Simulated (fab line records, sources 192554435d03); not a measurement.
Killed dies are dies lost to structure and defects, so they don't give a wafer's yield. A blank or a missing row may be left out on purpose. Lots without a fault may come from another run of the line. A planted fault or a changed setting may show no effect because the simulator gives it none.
Chamber matching | flow n5_finfet | N5_BEOL_M14_ETCH_67 on rie_diel-02: 4 sister chambers
The step etches SiARC in CF4, target depth 143 nm, time 238.3 s. 4 wafers are shown with their chamber, then 9 later ones without.

WAFERS WITH THEIR CHAMBER
wafer  | chamber | throttle_valve_pct (%)
L088.2 | 2       | 15.83
L088.3 | 3       | 15.93
L088.5 | 0       | 15.25
L088.6 | 1       | 15.78

WAFERS WITHOUT THEIR CHAMBER
wafer  | throttle_valve_pct (%)
L097.3 | 15.27
L097.4 | 15.95
L097.5 | 15.83
L091.1 | 15.28
L091.2 | 15.30
L091.3 | 15.95
L089.1 | 15.29
L089.2 | 15.97
L089.3 | 15.86

WHICH CHAMBER EACH WENT THROUGH
wafer  | from the rows above          | in truth
L097.3 | 0                            | 0
L097.4 | 3                            | 3
L097.5 | can't be placed: 2 or 1      | 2
L091.1 | 0                            | 0
L091.2 | 0                            | 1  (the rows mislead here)
L091.3 | 3                            | 3
L089.1 | 0                            | 0
L089.2 | 3                            | 3
L089.3 | can't be placed: 2 or 3 or 1 | 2
Placed correctly: 6 of 9. Can't be placed from these rows: 2 (the true chamber is among the candidates in 2). Placed wrongly: 1.
How it was worked out, from the rows above alone: a wafer's distance from a chamber is the root of the sum, over the readings, of the square of ((its reading less the chamber's mean) divided by the reading's scatter). The wafer belongs to the nearest chamber; if the next one is less than 2 further off, it can't be placed. A chamber's mean is the mean of its shown wafers. The scatter: with one shown wafer a chamber, the root of the mean of the squares of how far each hidden wafer lies from its nearest shown one.
